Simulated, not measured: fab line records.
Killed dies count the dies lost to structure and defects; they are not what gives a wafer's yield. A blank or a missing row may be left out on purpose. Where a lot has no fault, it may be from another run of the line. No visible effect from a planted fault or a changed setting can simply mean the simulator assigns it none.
Chamber matching | flow nand-harc | rie-diel-06 running NHARC_P_M1_DESCUM_14: 4 sister chambers
The step chemistry O2, time 3 s. 14 wafers are shown with their chamber, then 7 later ones without.

WAFERS PAIRED WITH THEIR CHAMBERS
wafer  | chamber | drypump-motor-current-A (A) | oes-product-au (a.u.) | throttle-valve-pct (%)
L077.1 | 0       | 5.8                         | 1.018                 | 11.302
L077.4 | 2       | 5.3                         | 1.006                 | 11.312
L077.6 | 0       | 5.8                         | 1.020                 | 11.306
L080.1 | 2       | 5.3                         | 0.998                 | 11.312
L080.3 | 3       | 6.0                         | 1.005                 | 11.304
L080.5 | 2       | 5.3                         | 0.997                 | 11.331
L083.1 | 0       | 5.8                         | 0.997                 | 11.311
L083.2 | 2       | 5.3                         | 0.994                 | 11.302
L083.6 | 3       | 6.0                         | 1.005                 | 11.308
L089.1 | 3       | 6.0                         | 1.000                 | 11.312
L089.4 | 1       | 6.2                         | 1.010                 | 11.306
L089.6 | 1       | 6.2                         | 1.018                 | 11.313
L090.1 | 1       | 6.2                         | 1.018                 | 11.296
L090.3 | 2       | 5.4                         | 0.991                 | 11.304

SIGNATURES (means of the wafers above)
reading                 | chamber 0 | chamber 1 | chamber 2 | chamber 3 | scatter within a chamber
drypump-motor-current-A | 5.800     | 6.200     | 5.320     | 6.000     | 0.0283
oes-product-au          | 1.01167   | 1.01533   | 0.99720   | 1.00333   | 0.00715
throttle-valve-pct      | 11.30633  | 11.30500  | 11.31220  | 11.30800  | 0.00862
Rule: for each reading, subtract the chamber's mean from the wafer's reading, divide by that reading's scatter and square the result; add these up over the readings and take the root, which gives the wafer's distance from the chamber. If the next closest chamber is less than 2 further off than the closest, the wafer can't be placed; otherwise it belongs to the closest. The scatter: take each reading less its chamber's mean, square it, sum over the shown wafers, divide by the number of wafers less the number of chambers, and take the root.

WAFERS WITHOUT THEIR CHAMBER
wafer  | drypump-motor-current-A (A) | oes-product-au (a.u.) | throttle-valve-pct (%)
L090.6 | 6.1                         | 0.997                 | 11.306
L093.2 | 6.2                         | 1.014                 | 11.303
L093.3 | 5.8                         | 1.005                 | 11.314
L093.4 | 6.0                         | 1.004                 | 11.318
L096.1 | 5.8                         | 0.989                 | 11.310
L096.2 | 6.0                         | 0.994                 | 11.323
L096.6 | 6.0                         | 0.996                 | 11.315

WHICH CHAMBER EACH ONE RAN IN
wafer  | from the rows above     | in truth
L090.6 | can't be placed: 3 or 1 | 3
L093.2 | 1                       | 1
L093.3 | 0                       | 0
L093.4 | 3                       | 3
L096.1 | 0                       | 0
L096.2 | 3                       | 3
L096.6 | 3                       | 3
Correctly placed: 6 of 7. Cannot be placed on the basis of these rows: 1; the candidates contain the true chamber in 1. Number placed wrongly: 0.
